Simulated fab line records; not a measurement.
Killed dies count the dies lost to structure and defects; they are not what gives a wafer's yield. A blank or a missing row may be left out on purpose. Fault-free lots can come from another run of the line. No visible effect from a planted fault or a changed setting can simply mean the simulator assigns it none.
Matching of chambers    flow n5_finfet    ald_sin-02 running N5_SDB_ALD_29: 4 sister chambers
The step deposits SiNx, target thk 30 nm, pulse time 1 s, ald cycles 600. 8 wafers are shown with their chamber, then 9 later ones without.

## WAFERS, EACH WITH ITS CHAMBER
wafer   chamber  heater_power_w (W)  precursor_pulse_height_rel
L075.5  3        830                 1.007
L086.1  0        863                 0.978
L086.4  2        777                 1.008
L088.1  0        866                 1.019
L088.4  3        813                 1.031
L089.2  1        907                 0.976
L089.4  2        776                 0.995
L089.5  1        898                 0.984

## WAFERS MISSING THEIR CHAMBER
wafer   heater_power_w (W)  precursor_pulse_height_rel
L090.1  873                 1.038
L090.4  797                 0.981
L090.6  796                 0.996
L092.3  904                 1.020
L092.5  890                 0.962
L092.6  887                 1.011
L094.2  807                 0.979
L094.4  868                 1.029
L094.5  781                 1.010

## EACH ONE'S CHAMBER
wafer    from the rows above       in truth
L090.1   0                         0
L090.4   can't be placed: 2 or 3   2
L090.6   can't be placed: 2 or 3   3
L092.3   1                         1
L092.5   1                         1
L092.6   can't be placed: 1 or 0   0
L094.2   can't be placed: 3 or 2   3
L094.4   0                         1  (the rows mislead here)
L094.5   2                         2
Correct placement for 4 of the 9. Not placeable from these rows: 4 (in 4, the candidates include the true chamber). Number placed wrongly: 1.
How it was worked out, from the rows above alone: a wafer's distance from a chamber is the root of the sum, over the readings, of the square of ((its reading less the chamber's mean) divided by the reading's scatter). The wafer belongs to the nearest chamber; if the next one is less than 2 further off, it can't be placed. For every chamber, the mean is computed from those of its wafers that are shown. The scatter: take each reading less its chamber's mean, square it, sum over the shown wafers, divide by the number of wafers less the number of chambers, and take the root.
